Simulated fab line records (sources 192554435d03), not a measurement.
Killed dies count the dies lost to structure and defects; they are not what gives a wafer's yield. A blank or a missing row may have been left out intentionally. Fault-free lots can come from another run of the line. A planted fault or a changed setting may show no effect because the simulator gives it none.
Split-lot study / flow n5_finfet / on a route of 1938 steps: 7 lots, 21 wafers read

## THE SPLIT ITSELF
At N5_BEOL_M15_EXPOSE_07 (exposes mask V14), the setting dose_mj was moved away from the recipe's 41.25 on 7 of the 21 wafers read, by -7.2% to +6.6%. The other wafers ran this setting at the recipe's value.

## FROM THE SPLIT TO THE READING: what the file shows between them, 10 steps
- N5_BEOL_M15_PEB_08: peb time 90 s
- N5_BEOL_M15_DEVELOP_09: develop time 45 s
- N5_BEOL_M15_HARDBAKE_14: time 120 s
- N5_BEOL_M15_CD_MEAS_10: target cd 360 nm
- N5_BEOL_M15_DESCUM_15: chemistry O2, time 7.9 s
- N5_BEOL_M15_ETCH_59: etches BARC in N2/H2, target depth 89 nm, overetch 26.7 nm, time 67.9 s
- N5_BEOL_M15_VIA_ETCH_16: etches SiO2 in C4F8/O2/Ar, target depth 1792.2 nm
- N5_BEOL_M15_STRIP_63: strips in O2
- N5_BEOL_M15_STRIP_65: strips in post etch residue remover, time 60 s
- N5_BEOL_M15_SRD_66: time 30 s, dry time 30 s

## THE READING
Shown in nm: cd_nm at N5_BEOL_M15_CD_MEAS_17, with target cd 360 nm. On this fab line, fault-free wafers typically give 361.0 nm with a standard deviation of 1.6 nm.

wafer=L076.1; tool, chamber at the split=krf_scanner-01, 0; dose_mj as run=41.25; against the recipe=recipe; cd_nm, nm=360.1; against lot-mates on the recipe=-
wafer=L076.4; tool, chamber at the split=krf_scanner-01, 0; dose_mj as run=41.25; against the recipe=recipe; cd_nm, nm=359.4; against lot-mates on the recipe=-
wafer=L076.5; tool, chamber at the split=krf_scanner-01, 0; dose_mj as run=41.25; against the recipe=recipe; cd_nm, nm=360.4; against lot-mates on the recipe=-
wafer=L080.4; tool, chamber at the split=krf_scanner-02, 0; dose_mj as run=41.25; against the recipe=recipe; cd_nm, nm=361.3; against lot-mates on the recipe=-
wafer=L080.5; tool, chamber at the split=krf_scanner-02, 0; dose_mj as run=41.25; against the recipe=recipe; cd_nm, nm=362.9; against lot-mates on the recipe=-
wafer=L080.6; tool, chamber at the split=krf_scanner-02, 0; dose_mj as run=41.25; against the recipe=recipe; cd_nm, nm=363.3; against lot-mates on the recipe=-
wafer=L079.3; tool, chamber at the split=krf_scanner-02, 0; dose_mj as run=38.29; against the recipe=-7.2%; cd_nm, nm=351.4; against lot-mates on the recipe=-9.6
wafer=L079.4; tool, chamber at the split=krf_scanner-02, 0; dose_mj as run=38.29; against the recipe=-7.2%; cd_nm, nm=349.0; against lot-mates on the recipe=-12.0
wafer=L079.6; tool, chamber at the split=krf_scanner-02, 0; dose_mj as run=41.25; against the recipe=recipe; cd_nm, nm=361.0; against lot-mates on the recipe=-
wafer=L084.1; tool, chamber at the split=krf_scanner-01, 0; dose_mj as run=41.25; against the recipe=recipe; cd_nm, nm=363.3; against lot-mates on the recipe=-
wafer=L084.4; tool, chamber at the split=krf_scanner-01, 0; dose_mj as run=41.25; against the recipe=recipe; cd_nm, nm=360.1; against lot-mates on the recipe=-
wafer=L084.5; tool, chamber at the split=krf_scanner-01, 0; dose_mj as run=41.25; against the recipe=recipe; cd_nm, nm=361.3; against lot-mates on the recipe=-
wafer=L090.1; tool, chamber at the split=krf_scanner-01, 0; dose_mj as run=41.25; against the recipe=recipe; cd_nm, nm=357.4; against lot-mates on the recipe=-
wafer=L090.2; tool, chamber at the split=krf_scanner-01, 0; dose_mj as run=41.25; against the recipe=recipe; cd_nm, nm=356.8; against lot-mates on the recipe=-
wafer=L090.4; tool, chamber at the split=krf_scanner-01, 0; dose_mj as run=42.79; against the recipe=+3.7%; cd_nm, nm=366.2; against lot-mates on the recipe=+9.1
wafer=L095.1; tool, chamber at the split=krf_scanner-02, 0; dose_mj as run=43.96; against the recipe=+6.6%; cd_nm, nm=372.6; against lot-mates on the recipe=+11.0
wafer=L095.2; tool, chamber at the split=krf_scanner-02, 0; dose_mj as run=41.25; against the recipe=recipe; cd_nm, nm=361.6; against lot-mates on the recipe=-
wafer=L095.4; tool, chamber at the split=krf_scanner-02, 0; dose_mj as run=43.96; against the recipe=+6.6%; cd_nm, nm=371.6; against lot-mates on the recipe=+10.0
wafer=L097.1; tool, chamber at the split=krf_scanner-01, 0; dose_mj as run=39.71; against the recipe=-3.7%; cd_nm, nm=355.7; against lot-mates on the recipe=-4.8
wafer=L097.5; tool, chamber at the split=krf_scanner-01, 0; dose_mj as run=39.71; against the recipe=-3.7%; cd_nm, nm=356.0; against lot-mates on the recipe=-4.5
wafer=L097.6; tool, chamber at the split=krf_scanner-01, 0; dose_mj as run=41.25; against the recipe=recipe; cd_nm, nm=360.5; against lot-mates on the recipe=-

FIT RESULTS
A straight line over all 21 wafers: cd_nm changes by +1.55 nm for each +1% of dose_mj; r = +0.95; the points scatter about the line by 1.7 nm.
The same after taking each lot's own level away (the mean of its wafers on the recipe; 21 wafers): +1.57 nm for each +1%; r = +0.98; scatter 1.1 nm.
That fit puts the effect of the largest move of dose_mj on the reading at 11 nm.
Across the lots, their own levels run from 357.10 to 362.50 nm, a range of 3.4 times the standard deviation given above.
The two slopes agree, so the slope changes little with the lot-to-lot level.
Check: for one of the wafers moved furthest among these (-7.2%), held out of the fit, the line's prediction against its lot-mates is -11.4 nm. It came out at -9.6 nm against them.

## THE WHOLE CHAIN: every reading that the file lists as answering this split, in the file's order
step=N5_BEOL_M15_CD_MEAS_10; what it does=target cd 360 nm; reading=cd_nm; change (the file's fit)=+1.6 nm for each +1% of the setting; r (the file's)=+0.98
step=N5_BEOL_M15_CD_MEAS_17; what it does=target cd 360 nm; reading=cd_nm; change (the file's fit)=+1.61 nm for each +1% of the setting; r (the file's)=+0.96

## FILE'S OWN FIT
cd_nm changes by +1.61 nm for each +1% of dose_mj, r = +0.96.
